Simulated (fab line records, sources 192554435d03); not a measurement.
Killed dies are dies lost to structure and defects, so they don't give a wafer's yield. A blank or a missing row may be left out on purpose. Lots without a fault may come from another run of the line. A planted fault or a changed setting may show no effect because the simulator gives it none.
Problem report in the 8D (eight disciplines) form, filled by code | flow n5_finfet | the parts of the form that need people (team, actions taken, sign-off) are left out

1. THE PROBLEM
spin_speed_rpm at N5_BEOL_M9_COAT_05 reads a mean of 1721.8 rpm on 6 wafers of 2 lots; wafers without a fault read 1499.9 rpm with a standard deviation of 0.9. That is +99 or more standard deviations from the usual mean.
The step: resist thk 90 nm.
First seen on wafer L677.3, day 12 23:11, on litho_track-01. The record holds 33 wafers of 11 lots with a number at this step. Rule for "out", or "out of limits": more than 4 standard deviations from the usual mean. The other wafers with a number count as sound.

2. WHAT IT IS AND WHAT IT IS NOT
question                    | is                     | is not
which readings at this step | spin_speed_rpm         | -
which lots                  | L677, L683             | L664, L665, L668, L669, L670, L672, L673, L674, L676
which wafers of those lots  | all that have a number | -
read on which tools         | litho_track-01         | litho_track-04, litho_track-05
when                        | from day 12 23:11      | up to then (27 sound wafers)

3. SUSPECTS, AND WHAT RULES EACH OUT
Counting: a tool at a process step up to the reading stays a suspect if it ran every lot that is out and no sound lot after the first of them.
- pvd_sputter-02 at N5_BEOL_M8_DEGAS_44 (time 60 s): kept. It ran every lot that is out, first L677 (day 12 19:06), and no sound lot after that; its last sound lot up to then is L669 (day 10 10:39).
- litho_track-01 at N5_BEOL_M9_COAT_05 (resist thk 90 nm): kept. It ran every lot that is out, first L677 (day 12 23:11), and no sound lot after that; its last sound lot up to then is L674 (day 12 04:30). Its own readings are out on those wafers: spin_speed_rpm.
Left after counting: pvd_sputter-02 at N5_BEOL_M8_DEGAS_44, litho_track-01 at N5_BEOL_M9_COAT_05.

4. THE CAUSE (what the simulator had put in)
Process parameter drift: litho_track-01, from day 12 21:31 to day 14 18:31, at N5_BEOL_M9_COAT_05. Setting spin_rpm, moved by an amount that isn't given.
Counting left 2 suspects, and this tool is among them.

5. THE CHAIN OF EFFECTS, in route order
Each row: a reading whose mean over the struck wafers that have a number lies more than 3 standard deviations from the usual. Only readings for which the record gives a usual standard deviation are gone through. hours: the time from each lot's start at the first step in this table that gives one to its start at this step, as a median over the lots. sigmas: the change in usual standard deviations.
hours | step               | reading        | usual      | on struck wafers | change | sigmas
0     | N5_BEOL_M9_COAT_05 | spin_speed_rpm | 1499.9 rpm | 1721.8           | +221.9 | +99 or more
The process steps in it:
- N5_BEOL_M9_COAT_05: resist thk 90 nm.

6. WHAT WOULD HAVE CAUGHT IT SOONER
In this record the first reading out of limits was taken at day 12 23:11, 2 hours after the fault began at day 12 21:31.
